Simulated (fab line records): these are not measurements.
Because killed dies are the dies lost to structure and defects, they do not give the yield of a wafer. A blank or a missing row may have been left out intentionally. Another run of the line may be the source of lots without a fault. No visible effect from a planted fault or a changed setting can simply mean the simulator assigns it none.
fab line records ; flow nand_harc ; part 1 of 2: steps 1 to 21 of 29
record lots=5; wafers=15; last_day=23
route steps=1159 shown A_CONTACT@927
lots with no fault: from the same line, run without faults
start_h: hours from the record's first day to the start of the lot's first wafer shown ; wait_h: how many hours have passed since the lot's step before this one ; " as in the row above ; L1.1+2: a single row standing in for several wafers ; - no value present, or no start provided ; * or withheld: withheld ; < > ~ a bound
route shown NAME@n: names a module that has steps shown in the file, with the first one's number in the route ; usual: average and standard deviation across the fault-free wafers ; same: alike in all rows ; chamber/n: place in a boat ; sites: the reading at each site ; _std_site: standard deviation of those values ; _edge_site: inner sites' mean taken away from outer sites' mean ; radius_mm: for every site, how far away it sits from the centre of the wafer ; mask NAME#n: copy n ; behind: tool/chamber where the wafer was last shaped ; hold: why the lot was held/for how many hours/how that ended ; device: the n, p or np transistor that did not switch ; end of line: the tests these same wafers got at the end of their route ; step lacking rows: just its recipe ; killed: at the first sort, the dies lost to defects and structure; wafer yield is something else ; map: dies across one wafer; x = killed, . = not, _ = none there
set.NAME: the setting the step ran with; set.NAME@STEP: the setting that earlier step ran with ; model.NAME: the simulator's own value behind a step, which no gauge read
lots at some steps of the route; a table a step, a row a wafer
services: from which hour (start_h, from the record's first day; less than 0 if before it) a tool's chamber was out of use, for how many hours, and why
## steps
# step NHARC_A_CONTACT_COAT_86
# recipe temp_c=260; time_s=75
# usual plate_temp_C=259.97/0.17
lot.wafer;tool;chamber;start_h;wait_h;plate_temp_C
L079.3;litho_track-06;0;-;-;260.09
L079.4;litho_track-06;0;-;-;259.86
L079.6;litho_track-06;0;-;-;259.79
L085.4;litho_track-04;0;-;-;260.04
L085.5;litho_track-04;0;-;-;259.82
L085.6;litho_track-04;0;-;-;259.93
L092.1;litho_track-01;0;-;-;260.17
L092.2;litho_track-01;0;-;-;259.84
L092.4;litho_track-01;0;-;-;259.98
L093.1;litho_track-06;0;-;-;260.18
L093.5;litho_track-06;0;-;-;259.98
L093.6;litho_track-06;0;-;-;259.93
L097.1;litho_track-04;0;-;-;260.09
L097.3;litho_track-04;0;-;-;260.12
L097.6;litho_track-04;0;-;-;260.08
# step NHARC_A_CONTACT_COAT_87
# recipe temp_c=225; time_s=65
# usual plate_temp_C=225.03/0.19
lot.wafer;tool;chamber;start_h;wait_h;plate_temp_C
L079.3;litho_track-06;0;-;-;224.65
L079.4;litho_track-06;0;-;-;224.90
L079.6;litho_track-06;0;-;-;225.11
L085.4;litho_track-04;0;-;-;224.95
L085.5;litho_track-04;0;-;-;224.99
L085.6;litho_track-04;0;-;-;225.10
L092.1;litho_track-01;0;-;-;225.12
L092.2;litho_track-01;0;-;-;225.17
L092.4;litho_track-01;0;-;-;225.18
L093.1;litho_track-06;0;-;-;224.71
L093.5;litho_track-06;0;-;-;224.79
L093.6;litho_track-06;0;-;-;224.91
L097.1;litho_track-04;0;-;-;225.34
L097.3;litho_track-04;0;-;-;225.40
L097.6;litho_track-04;0;-;-;225.30
# step NHARC_A_CONTACT_COAT_02
# recipe spin_rpm=1500; resist_thk_nm=90
# usual spin_speed_rpm=1500.1/1.1
lot.wafer;tool;chamber;start_h;wait_h;spin_speed_rpm
L079.3;litho_track-06;0;-;-;1500.7
L079.4;litho_track-06;0;-;-;1500.5
L079.6;litho_track-06;0;-;-;1500.0
L085.4;litho_track-04;0;-;-;1501.4
L085.5;litho_track-04;0;-;-;1500.2
L085.6;litho_track-04;0;-;-;1499.6
L092.1;litho_track-01;0;-;-;1499.3
L092.2;litho_track-01;0;-;-;1499.9
L092.4;litho_track-01;0;-;-;1499.4
L093.1;litho_track-06;0;-;-;1499.5
L093.5;litho_track-06;0;-;-;1501.4
L093.6;litho_track-06;0;-;-;1501.6
L097.1;litho_track-04;0;-;-;1501.4
L097.3;litho_track-04;0;-;-;1501.5
L097.6;litho_track-04;0;-;-;1500.2
# step NHARC_A_CONTACT_SOFTBAKE_03
# recipe temp_c=105; time_s=55
# usual plate_temp_C=105.01/0.13
lot.wafer;tool;chamber;start_h;wait_h;plate_temp_C
L079.3;litho_track-06;0;-;-;105.25
L079.4;litho_track-06;0;-;-;105.11
L079.6;litho_track-06;0;-;-;104.95
L085.4;litho_track-04;0;-;-;105.03
L085.5;litho_track-04;0;-;-;104.94
L085.6;litho_track-04;0;-;-;104.99
L092.1;litho_track-01;0;-;-;104.82
L092.2;litho_track-01;0;-;-;104.85
L092.4;litho_track-01;0;-;-;104.88
L093.1;litho_track-06;0;-;-;105.07
L093.5;litho_track-06;0;-;-;104.71
L093.6;litho_track-06;0;-;-;104.79
L097.1;litho_track-04;0;-;-;105.13
L097.3;litho_track-04;0;-;-;105.14
L097.6;litho_track-04;0;-;-;104.92
# step NHARC_A_CONTACT_EBR_04
lot.wafer;tool;chamber;start_h;wait_h
L079.3+4+6;litho_track-06;0;-;-
L085.4+5+6;litho_track-04;0;-;-
L092.1+2+4;litho_track-01;0;-;-
L093.1+5+6;litho_track-06;0;-;-
L097.1+3+6;litho_track-04;0;-;-
# step NHARC_A_CONTACT_EXPOSE_05
# recipe na=1.35; sigma_outer=0.8; dose_mj=84.24; mask_id=A_CC
# usual reticle_temp_C=23.01/0.099
lot.wafer;tool;chamber;start_h;wait_h;mask;reticle_temp_C
L079.3;arfi_scanner-01;0;424.63;-;A_CC#0;22.97
L079.4;arfi_scanner-01;0;424.63;-;A_CC#0;23.10
L079.6;arfi_scanner-01;0;424.63;-;A_CC#0;22.98
L085.4;arfi_scanner-03;0;453.71;-;A_CC#0;23.07
L085.5;arfi_scanner-03;0;453.71;-;A_CC#0;22.96
L085.6;arfi_scanner-03;0;453.71;-;A_CC#0;22.89
L092.1;arfi_scanner-03;0;482.96;-;A_CC#0;23.11
L092.2;arfi_scanner-03;0;482.96;-;A_CC#0;22.97
L092.4;arfi_scanner-03;0;482.96;-;A_CC#0;22.91
L093.1;arfi_scanner-01;0;496.67;-;A_CC#0;23.10
L093.5;arfi_scanner-01;0;496.67;-;A_CC#0;22.82
L093.6;arfi_scanner-01;0;496.67;-;A_CC#0;23.00
L097.1;arfi_scanner-02;0;507.56;-;A_CC#0;23.06
L097.3;arfi_scanner-02;0;507.56;-;A_CC#0;22.81
L097.6;arfi_scanner-02;0;507.56;-;A_CC#0;23.10
# step NHARC_A_CONTACT_PEB_06
# recipe peb_temp_c=100; peb_time_s=65
# usual plate_temp_C=99.99/0.12
lot.wafer;tool;chamber;start_h;wait_h;plate_temp_C
L079.3;litho_track-06;0;424.68;0.0;100.07
L079.4;litho_track-06;0;424.68;0.0;100.08
L079.6;litho_track-06;0;424.68;0.0;99.98
L085.4;litho_track-01;0;453.76;0.0;99.97
L085.5;litho_track-01;0;453.76;0.0;99.86
L085.6;litho_track-01;0;453.76;0.0;99.87
L092.1;litho_track-04;0;483.02;0.1;99.91
L092.2;litho_track-04;0;483.02;0.1;99.96
L092.4;litho_track-04;0;483.02;0.1;100.02
L093.1;litho_track-06;0;496.73;0.1;99.78
L093.5;litho_track-06;0;496.73;0.1;99.91
L093.6;litho_track-06;0;496.73;0.1;99.82
L097.1;litho_track-01;0;507.62;0.1;99.92
L097.3;litho_track-01;0;507.62;0.1;99.89
L097.6;litho_track-01;0;507.62;0.1;100.09
# step NHARC_A_CONTACT_DEVELOP_07
# recipe develop_time_s=35; dev_temp_c=23
lot.wafer;tool;chamber;start_h;wait_h
L079.3+4+6;litho_track-06;0;-;-
L085.4+5+6;litho_track-01;0;-;-
L092.1+2+4;litho_track-04;0;-;-
L093.1+5+6;litho_track-06;0;-;-
L097.1+3+6;litho_track-01;0;-;-
# step NHARC_A_CONTACT_CD_MEAS_08
# recipe target_cd_nm=100; landing_energy_ev=500
# usual cd_nm=100.1/0.82
lot.wafer;tool;chamber;start_h;wait_h;cd_nm
L079.3;cd_sem-03;0;424.76;-;100.7
L079.4;cd_sem-03;0;424.76;-;101.0
L079.6;cd_sem-03;0;424.76;-;99.9
L085.4;cd_sem-03;0;453.84;-;100.0
L085.5;cd_sem-03;0;453.84;-;100.8
L085.6;cd_sem-03;0;453.84;-;100.1
L092.1;cd_sem-03;0;483.10;-;101.0
L092.2;cd_sem-03;0;483.10;-;100.1
L092.4;cd_sem-03;0;483.10;-;100.1
L093.1;cd_sem-03;0;496.81;-;100.8
L093.5;cd_sem-03;0;496.81;-;101.4
L093.6;cd_sem-03;0;496.81;-;101.2
L097.1;cd_sem-02;0;507.70;-;100.2
L097.3;cd_sem-02;0;507.70;-;100.5
L097.6;cd_sem-02;0;507.70;-;100.1
# step NHARC_A_CONTACT_OVL_MEAS_09
# usual overlay_x_nm=0.0/0.8; overlay_y_nm=-0.1/0.78
lot.wafer;tool;chamber;start_h;wait_h;overlay_x_nm;overlay_y_nm
L079.3;overlay-02;-;424.84;-;0.0;-1.0
L079.4;overlay-02;-;424.84;-;-0.2;-1.4
L079.6;overlay-02;-;424.84;-;-0.3;-1.2
L085.4;overlay-02;-;453.92;-;0.2;0.4
L085.5;overlay-02;-;453.92;-;0.5;0.1
L085.6;overlay-02;-;453.92;-;0.3;0.2
L092.1;overlay-02;-;483.18;-;-0.4;1.1
L092.2;overlay-02;-;483.18;-;-0.4;0.3
L092.4;overlay-02;-;483.18;-;-0.9;1.2
L093.1;overlay-02;-;496.90;-;0.3;-1.1
L093.5;overlay-02;-;496.90;-;0.7;-1.3
L093.6;overlay-02;-;496.90;-;0.5;-1.4
L097.1;overlay-02;-;507.79;-;-0.1;-0.3
L097.3;overlay-02;-;507.79;-;-0.2;-0.7
L097.6;overlay-02;-;507.79;-;-0.2;-0.8
# step NHARC_A_CONTACT_INSPECT_10
# usual raw_defect_count=28/12
lot.wafer;tool;chamber;start_h;wait_h;raw_defect_count
L079.3;defect_inspect-02;-;424.88;0.0;18
L079.4;defect_inspect-02;-;424.88;0.0;24
L079.6;defect_inspect-02;-;424.88;0.0;22
L085.4;defect_inspect-01;-;453.96;0.0;34
L085.5;defect_inspect-01;-;453.96;0.0;41
L085.6;defect_inspect-01;-;453.96;0.0;48
L092.1;defect_inspect-02;-;483.22;0.0;19
L092.2;defect_inspect-02;-;483.22;0.0;16
L092.4;defect_inspect-02;-;483.22;0.0;27
L093.1;defect_inspect-01;-;496.94;0.0;43
L093.5;defect_inspect-01;-;496.94;0.0;49
L093.6;defect_inspect-01;-;496.94;0.0;44
L097.1;defect_inspect-02;-;507.82;0.0;43
L097.3;defect_inspect-02;-;507.82;0.0;37
L097.6;defect_inspect-02;-;507.82;0.0;65
# step NHARC_A_CONTACT_DESCUM_13
# recipe time_s=3; o2_flow_sccm=200; ar_flow_sccm=0; bias_power_w=0; chemistry=O2
# usual drypump_motor_current_A=5.69/0.24; oes_product_au=0.998/0.012; rf_vpp_V=57.6/0.82; showerhead_plenum_p_Torr=1.88/0.073; throttle_valve_pct=11.311/0.0096
lot.wafer;tool;chamber;start_h;wait_h;drypump_motor_current_A;oes_product_au;rf_hours_counter_h;rf_vpp_V;showerhead_plenum_p_Torr;throttle_valve_pct
L079.3;rie_diel-08;2;424.94;0.1;5.34;0.997;23;57.1;1.79;11.323
L079.6;rie_diel-08;2;424.94;0.1;5.39;1.006;-;58.4;1.79;11.315
L079.4;rie_diel-08;1;424.94;0.1;5.91;1.005;-;57.9;1.99;11.308
L085.4;rie_diel-08;2;454.02;0.1;5.38;0.992;31;55.9;1.78;11.305
L085.5;rie_diel-08;2;454.02;0.1;5.34;0.997;-;57.0;1.78;11.318
L085.6;rie_diel-08;3;454.02;0.1;5.96;0.983;-;57.3;1.86;11.316
L092.2;rie_diel-01;0;483.28;0.1;5.35;1.001;64;57.5;1.92;11.297
L092.1;rie_diel-01;1;483.28;0.1;5.85;1.030;62;57.7;1.78;11.319
L092.4;rie_diel-01;2;483.28;0.1;5.80;1.009;38;58.9;2.00;11.305
L093.1;rie_diel-08;2;497.02;0.1;5.38;0.996;1;55.9;1.78;11.312
L093.5;rie_diel-08;0;497.02;0.1;5.58;1.019;-;57.5;1.86;11.337
L093.6;rie_diel-08;1;497.02;0.1;5.93;1.015;-;57.7;1.98;11.305
L097.1;rie_diel-08;3;507.89;0.1;5.97;0.996;5;58.3;1.86;11.309
L097.3;rie_diel-08;2;507.89;0.1;5.37;0.992;4;58.2;1.78;11.298
L097.6;rie_diel-08;3;507.89;0.1;5.97;0.996;-;56.1;1.86;11.304
# step NHARC_A_CONTACT_ETCH_88
# recipe target_depth_a=390; over_etch_frac=0.3; time_s=65; ion_energy_ev=80; cf4_flow_sccm=150; ar_flow_sccm=0; rf_w=300; bias_w=100; chemistry=CF4
# usual cf4_flow_sccm=150.0/0.49; drypump_motor_current_A=5.68/0.24; oes_product_au=0.998/0.012; rf_vpp_V=150.9/1.2; showerhead_plenum_p_Torr=1.74/0.064; throttle_valve_pct=13.284/0.0083
lot.wafer;tool;chamber;start_h;wait_h;cf4_flow_sccm;drypump_motor_current_A;oes_product_au;rf_hours_counter_h;rf_vpp_V;showerhead_plenum_p_Torr;throttle_valve_pct
L079.3;rie_diel-08;2;425.06;0.1;150.1;5.34;1.004;23;148.1;1.66;13.294
L079.6;rie_diel-08;1;425.06;0.1;149.3;5.92;0.998;-;151.6;1.83;13.296
L079.4;rie_diel-08;2;425.06;0.1;150.3;5.33;0.988;-;149.3;1.66;13.286
L085.4;rie_diel-08;2;454.12;0.1;149.9;5.34;1.001;31;150.4;1.66;13.289
L085.5;rie_diel-08;3;454.12;0.1;150.5;6.00;0.988;-;150.8;1.72;13.277
L085.6;rie_diel-08;0;454.12;0.1;150.0;5.60;1.011;-;150.9;1.73;13.283
L092.2;rie_diel-01;2;483.37;0.1;149.9;5.81;1.011;38;151.8;1.84;13.281
L092.1;rie_diel-01;3;483.37;0.1;150.7;6.10;0.995;57;151.2;1.78;13.280
L092.4;rie_diel-01;0;483.37;0.1;151.3;5.38;0.999;64;151.6;1.78;13.297
L093.1;rie_diel-08;1;497.10;0.1;150.1;5.91;1.008;1;151.5;1.83;13.287
L093.6;rie_diel-08;3;497.10;0.1;150.1;5.97;0.990;-;150.9;1.72;13.289
L093.5;rie_diel-08;0;497.10;0.1;150.9;5.59;1.019;-;150.7;1.73;13.289
L097.3;rie_diel-08;1;507.97;0.1;149.5;5.91;1.015;5;151.0;1.83;13.281
L097.1;rie_diel-08;2;507.97;0.1;149.6;5.31;1.000;4;149.3;1.65;13.290
L097.6;rie_diel-08;2;507.97;0.1;149.8;5.33;0.992;-;150.8;1.65;13.287
# step NHARC_A_CONTACT_ETCH_89
# recipe target_depth_a=2600; over_etch_frac=0.3; time_s=475.3; ion_energy_ev=200; n2_flow_sccm=150; h2_flow_sccm=150; ar_flow_sccm=0; rf_w=400; bias_w=150; chemistry=N2/H2
# usual drypump_motor_current_A=5.69/0.24; oes_product_au=0.998/0.011; rf_vpp_V=429.8/2.6; showerhead_plenum_p_Torr=2.01/0.084; throttle_valve_pct=14.171/0.0089
lot.wafer;tool;chamber;start_h;wait_h;drypump_motor_current_A;oes_product_au;rf_hours_counter_h;rf_vpp_V;showerhead_plenum_p_Torr;throttle_valve_pct
L079.3;rie_diel-08;2;-;-;5.39;1.001;23;427.4;1.90;14.180
L079.4;rie_diel-08;1;-;-;5.93;1.006;-;434.1;2.12;14.162
L079.6;rie_diel-08;2;-;-;5.32;0.994;-;426.8;1.90;14.168
L085.4;rie_diel-08;2;-;-;5.32;0.992;32;427.7;1.90;14.167
L085.5;rie_diel-08;1;-;-;5.92;0.996;-;433.4;2.12;14.186
L085.6;rie_diel-08;2;-;-;5.31;1.001;-;426.3;1.90;14.174
L092.2;rie_diel-01;2;-;-;5.81;0.994;39;432.3;2.13;14.169
L092.4;rie_diel-01;3;-;-;6.00;0.990;57;430.2;2.05;14.167
L092.1;rie_diel-01;1;-;-;5.86;1.020;62;427.6;1.89;14.181
L093.1;rie_diel-08;0;-;-;5.58;1.015;2;430.8;1.99;14.187
L093.6;rie_diel-08;3;-;-;5.98;0.988;-;429.5;1.98;14.183
L093.5;rie_diel-08;0;-;-;5.59;1.014;-;428.9;1.99;14.191
L097.1;rie_diel-08;3;-;-;6.01;0.996;5;428.8;1.98;14.199
L097.3;rie_diel-08;0;-;-;5.57;1.026;6;429.2;1.99;14.176
L097.6;rie_diel-08;1;-;-;5.93;1.014;-;432.9;2.11;14.163
# step NHARC_A_CONTACT_ETCH_30
# recipe target_depth_a=605; time_s=30.2; cf4_flow_sccm=100; chf3_flow_sccm=30; ar_flow_sccm=0; rf_w=500; bias_w=200; chemistry=CF4/CHF3
# usual cf4_flow_sccm=100.0/0.3; drypump_motor_current_A=5.68/0.23; oes_product_au=0.935/0.02; rf_vpp_V=369.9/2.2; showerhead_plenum_p_Torr=1.55/0.059; throttle_valve_pct=16.802/0.0084
lot.wafer;tool;chamber;start_h;wait_h;cf4_flow_sccm;drypump_motor_current_A;oes_product_au;rf_hours_counter_h;rf_vpp_V;showerhead_plenum_p_Torr;throttle_valve_pct
L079.3;rie_diel-08;0;-;-;100.0;5.59;0.925;24;368.7;1.54;16.794
L079.4;rie_diel-08;1;-;-;100.0;5.92;0.920;-;373.4;1.63;16.810
L079.6;rie_diel-08;0;-;-;100.2;5.58;0.943;-;369.6;1.54;16.805
L085.4;rie_diel-08;1;-;-;100.0;5.90;0.926;30;373.3;1.63;16.802
L085.6;rie_diel-08;0;-;-;99.7;5.55;0.934;-;370.7;1.54;16.795
L085.5;rie_diel-08;1;-;-;100.2;5.90;0.928;-;371.2;1.63;16.802
L092.1;rie_diel-01;1;-;-;100.1;5.87;0.979;62;367.4;1.47;16.808
L092.4;rie_diel-01;2;-;-;99.5;5.79;0.986;39;374.6;1.64;16.808
L092.2;rie_diel-01;3;-;-;100.1;6.03;0.967;58;371.2;1.58;16.801
L093.1;rie_diel-08;1;-;-;99.8;5.92;0.940;2;372.1;1.63;16.804
L093.6;rie_diel-08;0;-;-;100.3;5.58;0.949;-;369.2;1.54;16.792
L093.5;rie_diel-08;1;-;-;99.7;5.91;0.942;-;372.3;1.63;16.805
L097.1;rie_diel-08;0;-;-;100.0;5.57;0.946;6;369.3;1.53;16.814
L097.3;rie_diel-08;2;-;-;100.4;5.33;0.903;5;367.3;1.47;16.798
L097.6;rie_diel-08;1;-;-;100.4;5.91;0.934;-;372.1;1.63;16.803
# step NHARC_A_CONTACT_ETCH_31
# recipe target_depth_a=20000; over_etch_frac=0.3; time_s=520; ion_energy_ev=150; o2_flow_sccm=400; cos_flow_sccm=20; ar_flow_sccm=0; rf_w=500; bias_w=300; chemistry=O2/COS
# usual drypump_motor_current_A=5.68/0.24; oes_product_au=0.999/0.011; rf_vpp_V=313.5/2; showerhead_plenum_p_Torr=3.08/0.12; throttle_valve_pct=28.329/0.01
lot.wafer;tool;chamber;start_h;wait_h;drypump_motor_current_A;oes_product_au;rf_hours_counter_h;rf_vpp_V;showerhead_plenum_p_Torr;throttle_valve_pct
L079.3;rie_diel-08;2;-;-;5.34;0.999;24;312.2;2.92;28.306
L079.6;rie_diel-08;2;-;-;5.34;0.993;-;313.4;2.92;28.321
L079.4;rie_diel-08;1;-;-;5.91;1.001;-;317.2;3.24;28.315
L085.4;rie_diel-08;3;-;-;5.98;0.978;22;313.4;3.04;28.326
L085.5;rie_diel-08;2;-;-;5.36;0.989;-;311.1;2.92;28.327
L085.6;rie_diel-08;3;-;-;5.97;0.986;-;313.5;3.04;28.334
L092.1;rie_diel-01;3;-;-;6.00;0.987;58;314.2;3.14;28.331
L092.4;rie_diel-01;0;-;-;5.40;0.984;64;314.3;3.14;28.343
L092.2;rie_diel-01;2;-;-;5.83;1.003;39;316.7;3.26;28.327
L093.1;rie_diel-08;2;-;-;5.36;0.998;2;310.0;2.92;28.337
L093.6;rie_diel-08;0;-;-;5.60;1.028;-;313.5;3.05;28.340
L093.5;rie_diel-08;1;-;-;5.95;1.005;-;314.6;3.23;28.343
L097.1;rie_diel-08;0;-;-;5.57;1.016;6;313.9;3.04;28.344
L097.3;rie_diel-08;1;-;-;5.91;1.006;5;315.9;3.23;28.344
L097.6;rie_diel-08;2;-;-;5.35;0.993;-;309.4;2.91;28.328
# step NHARC_A_CONTACT_ETCH_134
# recipe source_w=withheld; pressure_mtorr=20; bias_v=withheld; time_s=140; target_depth_a=7000; ar_flow_sccm=withheld; c4f8_flow_sccm=withheld; o2_flow_sccm=withheld; chemistry=C4F8/O2/Ar
lot.wafer;tool;chamber;start_h;wait_h;rf_hours_counter_h
L079.4;har_cap_etch-02;0;426.48;-;-
L079.3;har_cap_etch-02;1;426.48;-;-
L079.6;har_cap_etch-02;0;426.48;-;-
L085.4;har_cap_etch-01;0;455.34;-;-
L085.5;har_cap_etch-01;0;455.34;-;-
L085.6;har_cap_etch-01;1;455.34;-;-
L092.2;har_cap_etch-02;1;484.46;-;37
L092.1;har_cap_etch-02;0;484.46;-;37
L092.4;har_cap_etch-02;1;484.46;-;-
L093.1;har_cap_etch-01;1;498.02;-;66
L093.6;har_cap_etch-01;0;498.02;-;-
L093.5;har_cap_etch-01;1;498.02;-;-
L097.1;har_cap_etch-02;1;508.89;-;43
L097.3;har_cap_etch-02;1;508.89;-;-
L097.6;har_cap_etch-02;0;508.89;-;-
# step NHARC_A_CONTACT_ETCH_135
# recipe source_w=withheld; pressure_mtorr=20; bias_v=3000; time_s=132; target_depth_a=12870; ar_flow_sccm=withheld; c4f8_flow_sccm=withheld; o2_flow_sccm=withheld; chemistry=C4F8/O2/Ar
lot.wafer;tool;chamber;start_h;wait_h;rf_hours_counter_h
L079.4;har_cap_etch-02;0;426.65;0.1;-
L079.3;har_cap_etch-02;1;426.65;0.1;-
L079.6;har_cap_etch-02;0;426.65;0.1;-
L085.4;har_cap_etch-01;0;455.52;0.1;-
L085.5;har_cap_etch-01;0;455.52;0.1;-
L085.6;har_cap_etch-01;1;455.52;0.1;-
L092.2;har_cap_etch-02;1;484.66;0.2;37
L092.1;har_cap_etch-02;0;484.66;0.2;37
L092.4;har_cap_etch-02;1;484.66;0.2;-
L093.1;har_cap_etch-01;1;498.21;0.2;66
L093.6;har_cap_etch-01;0;498.21;0.2;-
L093.5;har_cap_etch-01;1;498.21;0.2;-
L097.1;har_cap_etch-02;1;509.09;0.2;43
L097.3;har_cap_etch-02;1;509.09;0.2;-
L097.6;har_cap_etch-02;0;509.09;0.2;-
# step NHARC_A_CONTACT_ETCH_136
# recipe source_w=withheld; pressure_mtorr=20; bias_v=3000; time_s=132; target_depth_a=12870; ar_flow_sccm=withheld; c4f8_flow_sccm=withheld; o2_flow_sccm=withheld; chemistry=C4F8/O2/Ar
lot.wafer;tool;chamber;start_h;wait_h;rf_hours_counter_h
L079.4;har_cap_etch-02;0;426.77;0.1;-
L079.3;har_cap_etch-02;1;426.77;0.1;-
L079.6;har_cap_etch-02;0;426.77;0.1;-
L085.4;har_cap_etch-01;0;455.64;0.1;-
L085.5;har_cap_etch-01;0;455.64;0.1;-
L085.6;har_cap_etch-01;1;455.64;0.1;-
L092.2;har_cap_etch-02;1;484.78;0.1;37
L092.1;har_cap_etch-02;0;484.78;0.1;37
L092.4;har_cap_etch-02;1;484.78;0.1;-
L093.1;har_cap_etch-01;1;498.33;0.1;66
L093.6;har_cap_etch-01;0;498.33;0.1;-
L093.5;har_cap_etch-01;1;498.33;0.1;-
L097.1;har_cap_etch-02;1;509.22;0.1;43
L097.3;har_cap_etch-02;1;509.22;0.1;-
L097.6;har_cap_etch-02;0;509.22;0.1;-
# step NHARC_A_CONTACT_ETCH_137
# recipe source_w=withheld; pressure_mtorr=20; bias_v=3000; time_s=132; target_depth_a=12870; ar_flow_sccm=withheld; c4f8_flow_sccm=withheld; o2_flow_sccm=withheld; chemistry=C4F8/O2/Ar
lot.wafer;tool;chamber;start_h;wait_h;rf_hours_counter_h
L079.4;har_cap_etch-02;0;426.89;0.1;-
L079.3;har_cap_etch-02;1;426.89;0.1;-
L079.6;har_cap_etch-02;0;426.89;0.1;-
L085.4;har_cap_etch-01;0;455.76;0.1;-
L085.5;har_cap_etch-01;0;455.76;0.1;-
L085.6;har_cap_etch-01;1;455.76;0.1;-
L092.2;har_cap_etch-02;1;484.90;0.1;37
L092.1;har_cap_etch-02;0;484.90;0.1;37
L092.4;har_cap_etch-02;1;484.90;0.1;-
L093.1;har_cap_etch-01;1;498.45;0.1;66
L093.6;har_cap_etch-01;0;498.45;0.1;-
L093.5;har_cap_etch-01;1;498.45;0.1;-
L097.1;har_cap_etch-02;1;509.34;0.1;43
L097.3;har_cap_etch-02;1;509.34;0.1;-
L097.6;har_cap_etch-02;0;509.34;0.1;-
# step NHARC_A_CONTACT_ETCH_138
# recipe source_w=withheld; pressure_mtorr=20; bias_v=3000; time_s=132; target_depth_a=12890; ar_flow_sccm=withheld; c4f8_flow_sccm=withheld; o2_flow_sccm=withheld; chemistry=C4F8/O2/Ar
lot.wafer;tool;chamber;start_h;wait_h;rf_hours_counter_h
L079.4;har_cap_etch-02;0;427.01;0.1;-
L079.3;har_cap_etch-02;1;427.01;0.1;-
L079.6;har_cap_etch-02;0;427.01;0.1;-
L085.4;har_cap_etch-01;0;455.88;0.1;-
L085.5;har_cap_etch-01;0;455.88;0.1;-
L085.6;har_cap_etch-01;1;455.88;0.1;-
L092.2;har_cap_etch-02;1;485.02;0.1;38
L092.1;har_cap_etch-02;0;485.02;0.1;38
L092.4;har_cap_etch-02;1;485.02;0.1;-
L093.1;har_cap_etch-01;1;498.58;0.1;66
L093.6;har_cap_etch-01;0;498.58;0.1;-
L093.5;har_cap_etch-01;1;498.58;0.1;-
L097.1;har_cap_etch-02;1;509.46;0.1;43
L097.3;har_cap_etch-02;1;509.46;0.1;-
L097.6;har_cap_etch-02;0;509.46;0.1;-
